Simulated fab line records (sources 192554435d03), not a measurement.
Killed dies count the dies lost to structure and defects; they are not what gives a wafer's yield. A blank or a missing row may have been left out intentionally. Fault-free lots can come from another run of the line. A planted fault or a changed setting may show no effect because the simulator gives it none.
fab line records	flow n5Finfet
[record] lots = 7	wafers = 21
route steps=1938 shown PMOS_HMC_CHANNEL_EPI@63 FIN_SAQP@99 FIN_CUT@155 DUMMY_GATE@234 SD_EPI_N@268
startH: hours from the record's first day to the start of the lot's first wafer shown	waitH: time in hours since the lot's previous step	" same as the row above	L1.1+2: a single row standing in for several wafers	- either no value or no given start	* or withheld: withheld	< > ~ a bound
route shown NAME@n: NAME is a module with steps in the file, n the number in the route of the first one	usual: the fault-free wafers' mean and standard deviation	same: alike in all rows	chamber/n: place in a boat	sites: readings site by site	_std_site: the values' standard deviation	_edge_site: outer sites' mean less inner sites'	radiusMm: how far each site lies from the wafer's centre	mask NAME#n: copy n	behind: the tool/chamber that last shaped the wafer	hold: reason for holding the lot/hours on hold/outcome of the hold	device: whichever transistor did not switch (one of n, p or np)	end of line: tests run on the same wafers once the route is complete	a step without rows: its recipe alone	killed: dies lost to structure and defects at the first sort, not the wafer's yield	map: the dies of a wafer, with x for killed, . for not killed, _ for no die there
set.NAME: setting as actually run; set.NAME@STEP: the setting as run at that earlier step	model.NAME: the simulator's own value behind a step, which no gauge read
lots with deliberately changed settings; one table per step, one row per wafer
[[steps]]
[step N5_PMOS_HMC_CHANNEL_EPI_PEB_07]
[recipe] pebTempC = 110	pebTimeS = 60	resist = CAR-ArF-block
lot.wafer	tool	chamber	startH	waitH	set.pebTempC
L077.1+4+5	lithoTrack-01	0	35.24	0.1	110
L081.2+4	lithoTrack-03	0	60.08	0.0	111.4
L081.6	"	0	"	"	110
L083.2	lithoTrack-03	0	71.39	0.0	110
L083.5+6	"	0	"	"	113.5
L084.2+3+4	lithoTrack-03	0	77.53	0.0	110
L086.3+4+5	lithoTrack-03	0	89.40	0.0	110
L089.1+5+6	lithoTrack-04	0	107.12	0.1	110
L097.1+3	lithoTrack-04	0	156.44	0.1	110
L097.6	"	0	"	"	106.7
[step N5_PMOS_HMC_CHANNEL_EPI_DEVELOP_08]
[recipe] developTimeS = 30	developer = TMAH	resist = CAR-ArF-block	devTempC = 23	rinseLiquid = diw	dry = airSpin
lot.wafer	tool	chamber	startH	waitH	set.developTimeS
L077.1+4	lithoTrack-01	0	-	-	27.74
L077.5	"	0	"	"	30
L081.2+4+6	lithoTrack-03	0	-	-	30
L083.2	lithoTrack-03	0	-	-	35.07
L083.5+6	"	0	"	"	30
L084.2+3	lithoTrack-03	0	-	-	30
L084.4	"	0	"	"	25.7
L086.3+4+5	lithoTrack-03	0	-	-	30
L089.1+5+6	lithoTrack-04	0	-	-	30
L097.1	lithoTrack-04	0	-	-	30
L097.3+6	"	0	"	"	24.11
[step N5_PMOS_HMC_CHANNEL_EPI_CD_MEAS_09]
[recipe] targetCdNm = 237.4	landingEnergyEv = 500	detector = seInlens
[usual] cdNm = 237.2/1.1
lot.wafer	tool	chamber	startH	waitH	set.pebTempC@PMOS_HMC_CHANNEL_EPI_PEB_07	cdNm
L077.1	cdSem-03	0	35.30	-	110	237.0
L077.4	"	0	"	"	110	236.7
L077.5	"	0	"	"	110	237.9
L081.2	cdSem-03	0	60.15	-	111.4	240.9
L081.4	"	0	"	"	111.4	242.4
L081.6	"	0	"	"	110	236.7
L083.2	cdSem-02	0	71.45	-	110	239.7
L083.5	"	0	"	"	113.5	248.6
L083.6	"	0	"	"	113.5	247.9
L084.2	cdSem-02	0	77.60	-	110	237.8
L084.3	"	0	"	"	110	237.3
L084.4	"	0	"	"	110	236.0
L086.3	cdSem-01	0	89.47	-	110	235.5
L086.4	"	0	"	"	110	237.6
L086.5	"	0	"	"	110	238.3
L089.1	cdSem-02	0	107.19	-	110	235.4
L089.5	"	0	"	"	110	237.0
L089.6	"	0	"	"	110	235.8
L097.1	cdSem-01	0	156.51	-	110	236.5
L097.3	"	0	"	"	110	234.9
L097.6	"	0	"	"	106.7	224.9
[step N5_PMOS_HMC_CHANNEL_EPI_DESCUM_14]
[recipe] chemistry = O2	timeS = 7.9	sourcePowerW = 50	biasPowerW = 20	pressureMtorr = 20	rfFrequencyHz = 2.712e+07	tempC = 40	resist = CAR-ArF-block	o2FlowSccm = 225
lot.wafer	tool	chamber	startH	waitH	set.pebTempC@PMOS_HMC_CHANNEL_EPI_PEB_07	model.PMOS_HMC_CHANNEL_EPI.cdNm
L077.1	rieDiel-03	3	35.54	0.2	110	237
L077.4	"	2	"	"	110	236.9
L077.5	"	0	"	"	110	238.1
L081.2	rieDiel-03	2	60.98	0.8	111.4	241
L081.4	"	3	"	"	111.4	242.4
L081.6	"	3	"	"	110	236.9
L083.2	rieDiel-01	2	71.59	0.1	110	239.2
L083.5	"	3	"	"	113.5	248.2
L083.6	"	2	"	"	113.5	247.7
L084.2	rieDiel-03	2	77.69	0.0	110	237.9
L084.3	"	0	"	"	110	237.8
L084.4	"	3	"	"	110	235.8
L086.3	rieDiel-03	0	89.55	0.0	110	235.6
L086.4	"	1	"	"	110	237.1
L086.5	"	2	"	"	110	237.7
L089.1	rieDiel-01	1	107.31	0.1	110	235.4
L089.5	"	3	"	"	110	237
L089.6	"	0	"	"	110	236.2
L097.1	rieDiel-02	0	156.60	0.0	110	236
L097.3	"	2	"	"	110	234.8
L097.6	"	1	"	"	106.7	224.7
[step N5_FIN_SAQP_PECVD_48]
[recipe] material = SiNx	targetThkA = 250	tempC = 400	precursor = SiH4/NH3/N2	pressureTorr = 1.5	rfW = 300	timeS = 22.1
lot.wafer	tool	chamber	startH	waitH	set.timeS	model.SiNx_of_FIN_SAQP_PECVD_48.thkNm
L077.1	pecvd-04	1	39.08	0.0	20.11	22.38
L077.4	"	2	"	"	20.11	22.72
L077.5	"	1	"	"	22.1	24.95
L081.2	pecvd-02	0	64.60	0.0	22.1	24.84
L081.4	"	0	"	"	22.1	25.2
L081.6	"	2	"	"	22.1	25.42
L083.2	pecvd-02	0	75.62	0.0	23.52	26.96
L083.5	"	2	"	"	23.52	27.3
L083.6	"	1	"	"	22.1	25.73
L084.2	pecvd-04	0	81.23	0.0	22.1	24.72
L084.3	"	1	"	"	19.61	21.93
L084.4	"	0	"	"	19.61	22.08
L086.3	pecvd-02	1	94.44	0.0	21.15	23.8
L086.4	"	0	"	"	21.15	24.23
L086.5	"	2	"	"	22.1	25.37
L089.1	pecvd-02	0	111.18	0.0	22.1	25.58
L089.5	"	2	"	"	22.1	25.15
L089.6	"	0	"	"	22.1	25.93
L097.1	pecvd-04	2	160.79	0.0	19	22.08
L097.3	"	0	"	"	22.1	25.22
L097.6	"	0	"	"	19	22.17
[step N5_FIN_SAQP_PECVD_06]
[recipe] material = a-Si	targetThkA = 600	tempC = 400	precursor = SiH4/He	pressureTorr = 3	rfW = 100	timeS = 48.1
lot.wafer	tool	chamber	startH	waitH	set.timeS
L077.1+5	pecvd-04	1	39.12	0.0	51.46
L077.4	"	2	"	"	48.1
L081.2+4+6	pecvd-02	0,0,2	64.64	0.0	48.1
L083.2+5+6	pecvd-02	0,2,1	75.66	0.0	48.1
L084.2+3	pecvd-04	0,1	81.27	0.0	48.1
L084.4	"	0	"	"	42.43
L086.3+4+5	pecvd-02	1,0,2	94.48	0.0	48.1
L089.1+5+6	pecvd-02	0,2,0	111.22	0.0	48.1
L097.1+3+6	pecvd-04	2,0,0	160.83	0.0	48.1
[step N5_FIN_SAQP_HM_DEP_72]
[recipe] material = SiO2	targetThkA = 120	tempC = 400	precursor = SiH4/N2O	pressureTorr = 0.75	rfW = 275	timeS = 7.2
[step N5_FIN_SAQP_MANDREL1_REMOVE_56]
[recipe] chemistry = HBr/Cl2/O2	btTimeS = 10	target = a-Si	stopOn = SiNx	endpoint = OES-SiCl	overEtchFrac = 1	icpW = 600	biasW = 22	HBr_flow_sccm = 150	Cl2_flow_sccm = 80	O2_flow_sccm = 5	pressureMtorr = 10
[step N5_FIN_SAQP_ETCH_57]
[recipe] chemistry = CH3F/O2	target = SiNx	maskMaterial = SiO2	targetDepthA = 325	timeS = 46.4	pressureMtorr = 30	sourceW = 395	biasW = 73	Ar_flow_sccm = 150	CH3F_flow_sccm = 30	O2_flow_sccm = 20	ionEnergyEv = 120	ends = cleared
[usual] etchRfOnTimeS = 46.3/1.3
lot.wafer	tool	chamber	startH	waitH	set.timeS@FIN_SAQP_PECVD_48	etchRfOnTimeS	model.etch.depthNm
L077.1	rieDiel-06	2	42.41	0.2	20.11	41.1	22.18
L077.4	"	3	"	"	20.11	39.5	22.63
L077.5	"	0	"	"	22.1	47.0	24.76
L081.2	rieDiel-05	2	67.48	0.1	22.1	46.6	24.75
L081.4	"	0	"	"	22.1	46.0	25.11
L081.6	"	0	"	"	22.1	46.7	25.42
L083.2	rieDiel-05	0	78.39	0.0	23.52	48.9	26.76
L083.5	"	3	"	"	23.52	51.7	27.3
L083.6	"	0	"	"	22.1	47.5	25.73
L084.2	rieDiel-05	1	84.13	0.0	22.1	45.2	24.72
L084.3	"	2	"	"	19.61	42.3	21.93
L084.4	"	3	"	"	19.61	41.8	21.99
L086.3	rieDiel-04	1	98.27	0.0	21.15	45.8	23.72
L086.4	"	3	"	"	21.15	44.2	24.11
L086.5	"	3	"	"	22.1	46.3	25.37
L089.1	rieDiel-04	1	114.27	0.0	22.1	48.0	25.25
L089.5	"	3	"	"	22.1	45.8	25.15
L089.6	"	0	"	"	22.1	48.2	25.9
L097.1	rieDiel-05	2	163.78	0.0	19	41.9	21.99
L097.3	"	0	"	"	22.1	46.5	25.22
L097.6	"	1	"	"	19	39.8	22.08
[step N5_FIN_CUT_COAT_19]
[recipe] resist = SiARC	tempC = 220	timeS = 60	spinRpm = 1500	resistThkNm = 20
lot.wafer	tool	chamber	startH	waitH	set.spinRpm	model.SiARC_of_FIN_CUT_COAT_19.thkNm
L077.1+5	lithoTrack-04	0	-	-	1606	19.4
L077.4	"	0	"	"	1500	20.2
L081.2	lithoTrack-04	0	-	-	1500	20
L081.4+6	"	0	"	"	1646	19.2
L083.2+5+6	lithoTrack-04	0	-	-	1500	20
L084.2+4	lithoTrack-05	0	-	-	1500	20
L084.3	"	0	"	"	1362	21
L086.3+4+5	lithoTrack-04	0	-	-	1500	20
L089.1+5+6	lithoTrack-05	0	-	-	1500	20
L097.1+3+6	lithoTrack-04	0	-	-	1500	20
[step N5_FIN_CUT_COAT_29]
[recipe] resist = underlayer	tempC = 205	timeS = 60	spinRpm = 1500	resistThkNm = 10
[step N5_FIN_CUT_COAT_02]
[recipe] resist = CAR-EUV	spinRpm = 1500	resistThkNm = 30
[step N5_FIN_CUT_DESCUM_13]
[recipe] chemistry = O2	timeS = 7	sourcePowerW = 50	biasPowerW = 20	pressureMtorr = 20	rfFrequencyHz = 2.712e+07	tempC = 40	resist = CAR-EUV	o2FlowSccm = 225
[step N5_FIN_CUT_ETCH_30]
[recipe] chemistry = N2/H2	target = underlayer	targetDepthA = 130	maskMaterial = CAR-EUV	timeS = 10.4	ionEnergyEv = 200	pressureMtorr = 30	sourceW = 840	biasW = 150	n2FlowSccm = 200	h2FlowSccm = 200	ends = cleared
[step N5_FIN_CUT_ETCH_20]
[recipe] chemistry = CF4	target = SiARC	targetDepthA = 260	maskMaterial = CAR-EUV	timeS = 43.3	ionEnergyEv = 80	pressureMtorr = 40	sourceW = 545	biasW = 36	Ar_flow_sccm = 100	cf4FlowSccm = 100	ends = cleared
lot.wafer	tool	chamber	startH	waitH	set.spinRpm@FIN_CUT_COAT_19	model.etch.depthNm
L077.1+5	rieDiel-02	1,2	45.73	0.0	1606	19.37
L077.4	"	2	"	"	1500	20.11
L081.2	rieDiel-01	3	70.22	0.0	1500	20.08
L081.4	"	1	"	"	1646	19.12
L081.6	"	2	"	"	1646	19.18
L083.2	rieDiel-01	1	81.75	0.0	1500	20.07
L083.5	"	3	"	"	1500	20.03
L083.6	"	0	"	"	1500	20.04
L084.2	rieDiel-02	3	86.85	0.0	1500	20.01
L084.3	"	1	"	"	1362	20.92
L084.4	"	2	"	"	1500	19.97
L086.3	rieDiel-01	3	101.51	0.0	1500	19.92
L086.4+5	"	2	"	"	1500	19.95
L089.1	rieDiel-02	0	116.83	0.0	1500	19.99
L089.5	"	0	"	"	1500	20
L089.6	"	1	"	"	1500	20.01
L097.1+6	rieDiel-01	2,0	166.58	0.0	1500	20.07
L097.3	"	3	"	"	1500	20.1
[step N5_FIN_CUT_ETCH_21]
[recipe] chemistry = N2/H2	target = SOC	targetDepthA = 2190	overetchA = 438	maskMaterial = SiARC	tempC = 40	ionEnergyEv = 100	biasW = 61	timeS = 523.5	pressureMtorr = 30	sourceW = 850	n2FlowSccm = 200	h2FlowSccm = 200
lot.wafer	tool	chamber	startH	waitH	set.spinRpm@FIN_CUT_COAT_19	model.SiARC_of_FIN_CUT_COAT_19.thkNm
L077.1	rieDiel-02	1	45.77	0.0	1606	11.2
L077.4	"	2	"	"	1500	11.8
L077.5	"	2	"	"	1606	11
L081.2	rieDiel-01	3	70.26	0.0	1500	11.6
L081.4	"	1	"	"	1646	10.8
L081.6	"	2	"	"	1646	10.6
L083.2+6	rieDiel-01	1,0	81.79	0.0	1500	11.8
L083.5	"	3	"	"	1500	11.6
L084.2	rieDiel-02	3	86.89	0.0	1500	12.2
L084.3	"	1	"	"	1362	12.8
L084.4	"	2	"	"	1500	11.6
L086.3	rieDiel-01	3	101.54	0.0	1500	11.6
L086.4+5	"	2	"	"	1500	11.4
L089.1	rieDiel-02	0	116.87	0.0	1500	12.4
L089.5	"	0	"	"	1500	12.2
L089.6	"	1	"	"	1500	11.8
L097.1+3	rieDiel-01	2,3	166.62	0.0	1500	11.8
L097.6	"	0	"	"	1500	12
[step N5_DUMMY_GATE_DESCUM_20]
[recipe] chemistry = O2	timeS = 6.2	sourcePowerW = 50	biasPowerW = 20	pressureMtorr = 20	rfFrequencyHz = 2.712e+07	tempC = 40	resist = CAR-EUV	o2FlowSccm = 225
lot.wafer	tool	chamber	startH	waitH	set.timeS	model.CAR-EUV_of_DUMMY_GATE_COAT_09.thkNm
L077.1	rieDiel-01	3	64.41	0.0	6.2	26.6
L077.4	"	2	"	"	6.2	26.4
L077.5	"	3	"	"	5.095	27
L081.2+6	rieDiel-01	0,1	89.58	0.0	6.2	26.6
L081.4	"	1	"	"	6.2	26.4
L083.2+6	rieDiel-02	2,1	100.65	0.0	6.2	26.4
L083.5	"	2	"	"	6.706	26.2
L084.2	rieDiel-01	1	106.85	0.2	7.357	26
L084.3	"	2	"	"	7.357	26.2
L084.4	"	0	"	"	6.2	26.6
L086.3	rieDiel-02	2	119.88	0.0	7.453	25.8
L086.4+5	"	0,1	"	"	6.2	26.6
L089.1+5+6	rieDiel-01	2,3,0	137.29	0.0	6.2	26.6
L097.1+3	rieDiel-02	2,3	185.49	0.0	6.67	26
L097.6	"	1	"	"	6.2	26.4
[step N5_DUMMY_GATE_ETCH_29]
[recipe] chemistry = N2/H2	target = underlayer	targetDepthA = 130	ionEnergyEv = 200	pressureMtorr = 30	sourceW = 840	biasW = 150	n2FlowSccm = 200	h2FlowSccm = 200
lot.wafer	tool	chamber	startH	waitH	set.timeS@DUMMY_GATE_DESCUM_20	model.CAR-EUV_of_DUMMY_GATE_COAT_09.thkNm
L077.1	rieDiel-01	3	64.47	0.0	6.2	19
L077.4	"	2	"	"	6.2	18.6
L077.5	"	3	"	"	5.095	19.4
L081.2	rieDiel-01	0	89.65	0.0	6.2	19
L081.4	"	1	"	"	6.2	18.6
L081.6	"	1	"	"	6.2	18.8
L083.2	rieDiel-02	2	100.72	0.0	6.2	18.6
L083.5	"	2	"	"	6.706	18.6
L083.6	"	1	"	"	6.2	19
L084.2	rieDiel-01	1	106.91	0.0	7.357	18.2
L084.3	"	2	"	"	7.357	18.4
L084.4	"	0	"	"	6.2	19
L086.3	rieDiel-02	2	119.95	0.0	7.453	18.2
L086.4	"	0	"	"	6.2	19.4
L086.5	"	1	"	"	6.2	19
L089.1	rieDiel-01	2	137.35	0.0	6.2	18.8
L089.5+6	"	3,0	"	"	6.2	19
L097.1+3	rieDiel-02	2,3	185.56	0.0	6.67	18.6
L097.6	"	1	"	"	6.2	18.8
[step N5_DUMMY_GATE_ETCH_37]
[recipe] chemistry = N2/H2	target = SOC	targetDepthA = 600	overetchA = 300	tempC = 40	ionEnergyEv = 200	pressureMtorr = 30	sourceW = 840	biasW = 150	n2FlowSccm = 200	h2FlowSccm = 200
[usual] rfVppV = 523.7/2.7
lot.wafer	tool	chamber	startH	waitH	set.sourceW	rfVppV
L077.1	rieDiel-01	3	64.55	0.0	840	526.6
L077.4	"	2	"	"	943.5	503.5
L077.5	"	3	"	"	943.5	506.1
L081.2	rieDiel-01	0	89.73	0.0	840	523.0
L081.4	"	1	"	"	840	520.6
L081.6	"	1	"	"	840	519.6
L083.2	rieDiel-02	2	100.80	0.0	951.1	498.8
L083.5	"	2	"	"	840	521.0
L083.6	"	1	"	"	840	525.0
L084.2	rieDiel-01	1	106.99	0.0	840	520.2
L084.3	"	2	"	"	840	522.8
L084.4	"	0	"	"	840	524.3
L086.3	rieDiel-02	2	120.03	0.0	704	552.3
L086.4	"	0	"	"	840	522.7
L086.5	"	1	"	"	704	554.3
L089.1	rieDiel-01	2	137.43	0.0	840	523.0
L089.5	"	3	"	"	840	526.9
L089.6	"	0	"	"	840	524.6
L097.1	rieDiel-02	2	185.64	0.0	985.2	494.6
L097.3	"	3	"	"	840	529.3
L097.6	"	1	"	"	840	523.2
[step N5_SD_EPI_N_PEB_07]
[recipe] pebTempC = 110	pebTimeS = 60	resist = CAR-ArF-block
lot.wafer	tool	chamber	startH	waitH	set.pebTempC
L077.1+4	lithoTrack-03	0	66.80	0.1	110
L077.5	"	0	"	"	108.3
L081.2+4	lithoTrack-05	0	91.68	0.0	110
L081.6	"	0	"	"	112.6
L083.2+6	lithoTrack-03	0	102.83	0.0	107.3
L083.5	"	0	"	"	110
L084.2+3	lithoTrack-05	0	108.91	0.0	112.3
L084.4	"	0	"	"	110
L086.3+4+5	lithoTrack-05	0	121.98	0.0	110
L089.1+5+6	lithoTrack-03	0	139.41	0.1	110
L097.1+6	lithoTrack-02	0	188.20	0.1	106.7
L097.3	"	0	"	"	110
[step N5_SD_EPI_N_DEVELOP_08]
[recipe] developTimeS = 30	developer = TMAH	resist = CAR-ArF-block	devTempC = 23	rinseLiquid = diw	dry = airSpin
[step N5_SD_EPI_N_CD_MEAS_09]
[recipe] targetCdNm = 120	landingEnergyEv = 500	detector = seInlens
[usual] cdNm = 120.7/0.93
lot.wafer	tool	chamber	startH	waitH	set.pebTempC@SD_EPI_N_PEB_07	cdNm
L077.1	cdSem-01	0	66.87	-	110	121.5
L077.4	"	0	"	"	110	122.2
L077.5	"	0	"	"	108.3	117.4
L081.2	cdSem-03	0	91.74	-	110	118.8
L081.4	"	0	"	"	110	118.0
L081.6	"	0	"	"	112.6	126.0
L083.2	cdSem-02	0	102.90	-	107.3	113.2
L083.5	"	0	"	"	110	121.7
L083.6	"	0	"	"	107.3	113.3
L084.2	cdSem-01	0	108.98	-	112.3	124.9
L084.3	"	0	"	"	112.3	126.0
L084.4	"	0	"	"	110	120.1
L086.3	cdSem-02	0	122.05	-	110	120.0
L086.4	"	0	"	"	110	119.2
L086.5	"	0	"	"	110	119.5
L089.1	cdSem-03	0	139.47	-	110	122.2
L089.5	"	0	"	"	110	121.4
L089.6	"	0	"	"	110	121.6
L097.1	cdSem-03	0	188.26	-	106.7	112.4
L097.3	"	0	"	"	110	120.2
L097.6	"	0	"	"	106.7	112.4
[step N5_SD_EPI_N_DESCUM_14]
[recipe] chemistry = O2	timeS = 7.9	sourcePowerW = 50	biasPowerW = 20	pressureMtorr = 20	rfFrequencyHz = 2.712e+07	tempC = 40	resist = CAR-ArF-block	o2FlowSccm = 225
lot.wafer	tool	chamber	startH	waitH	set.pebTempC@SD_EPI_N_PEB_07	model.SD_EPI_N.cdNm
L077.1	rieDiel-06	2	66.96	0.0	110	121.2
L077.4	"	3	"	"	110	122
L077.5	"	3	"	"	108.3	117.2
L081.2	rieDiel-04	1	91.83	0.0	110	118.6
L081.4	"	0	"	"	110	118.4
L081.6	"	1	"	"	112.6	125.6
L083.2	rieDiel-05	1	102.99	0.0	107.3	113.2
L083.5	"	3	"	"	110	121.6
L083.6	"	0	"	"	107.3	113.4
L084.2	rieDiel-06	1	109.06	0.0	112.3	125
L084.3	"	2	"	"	112.3	126.2
L084.4	"	3	"	"	110	119.8
L086.3	rieDiel-04	2	122.13	0.0	110	119.6
L086.4	"	1	"	"	110	118.6
L086.5	"	1	"	"	110	119.4
L089.1	rieDiel-05	1	139.56	0.0	110	122
L089.5	"	1	"	"	110	121.2
L089.6	"	0	"	"	110	121
L097.1	rieDiel-05	0	188.47	0.2	106.7	112.2
L097.3	"	0	"	"	110	119.8
L097.6	"	2	"	"	106.7	112.8
[[key]]
[split] step = N5_PMOS_HMC_CHANNEL_EPI_PEB_07	setting = pebTempC	stated = 110	by = wafer
[response] step = N5_PMOS_HMC_CHANNEL_EPI_CD_MEAS_09	reading = cdNm	change = +3.18	per = 1%	r = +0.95
[response] step = N5_PMOS_HMC_CHANNEL_EPI_DESCUM_14	reading = model.PMOS_HMC_CHANNEL_EPI.cdNm	change = +3.19	per = 1%	r = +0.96
[split] step = N5_PMOS_HMC_CHANNEL_EPI_DEVELOP_08	setting = developTimeS	stated = 30	by = wafer
response none clear
[split] step = N5_FIN_SAQP_PECVD_48	setting = timeS	stated = 22.1	by = wafer
[response] step = N5_FIN_SAQP_PECVD_48	reading = model.SiNx_of_FIN_SAQP_PECVD_48.thkNm	change = +0.238	per = 1%	r = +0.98
[response] step = N5_FIN_SAQP_ETCH_57	reading = etchRfOnTimeS	change = *	per = 1%	r = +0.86
[response] step = N5_FIN_SAQP_ETCH_57	reading = model.etch.depthNm	change = +0.24	per = 1%	r = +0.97
[split] step = N5_FIN_SAQP_PECVD_06	setting = timeS	stated = 48.1	by = wafer
response none clear
[split] step = N5_FIN_CUT_COAT_19	setting = spinRpm	stated = 1500	by = wafer
[response] step = N5_FIN_CUT_COAT_19	reading = model.SiARC_of_FIN_CUT_COAT_19.thkNm	change = -0.0987	per = 1%	r = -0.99
[response] step = N5_FIN_CUT_ETCH_20	reading = model.etch.depthNm	change = -0.0998	per = 1%	r = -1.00
[response] step = N5_FIN_CUT_ETCH_21	reading = model.SiARC_of_FIN_CUT_COAT_19.thkNm	change = -0.0959	per = 1%	r = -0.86
[split] step = N5_DUMMY_GATE_DESCUM_20	setting = timeS	stated = 6.2	by = wafer
[response] step = N5_DUMMY_GATE_DESCUM_20	reading = model.CAR-EUV_of_DUMMY_GATE_COAT_09.thkNm	change = -0.0326	per = 1%	r = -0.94
[response] step = N5_DUMMY_GATE_ETCH_29	reading = model.CAR-EUV_of_DUMMY_GATE_COAT_09.thkNm	change = -0.0393	per = 1%	r = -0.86
[split] step = N5_DUMMY_GATE_ETCH_37	setting = sourceW	stated = 840	by = wafer
[response] step = N5_DUMMY_GATE_ETCH_37	reading = rfVppV	change = -1.84	per = 1%	r = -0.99
[split] step = N5_SD_EPI_N_PEB_07	setting = pebTempC	stated = 110	by = wafer
[response] step = N5_SD_EPI_N_CD_MEAS_09	reading = cdNm	change = +2.94	per = 1%	r = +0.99
[response] step = N5_SD_EPI_N_DESCUM_14	reading = model.SD_EPI_N.cdNm	change = +2.85	per = 1%	r = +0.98
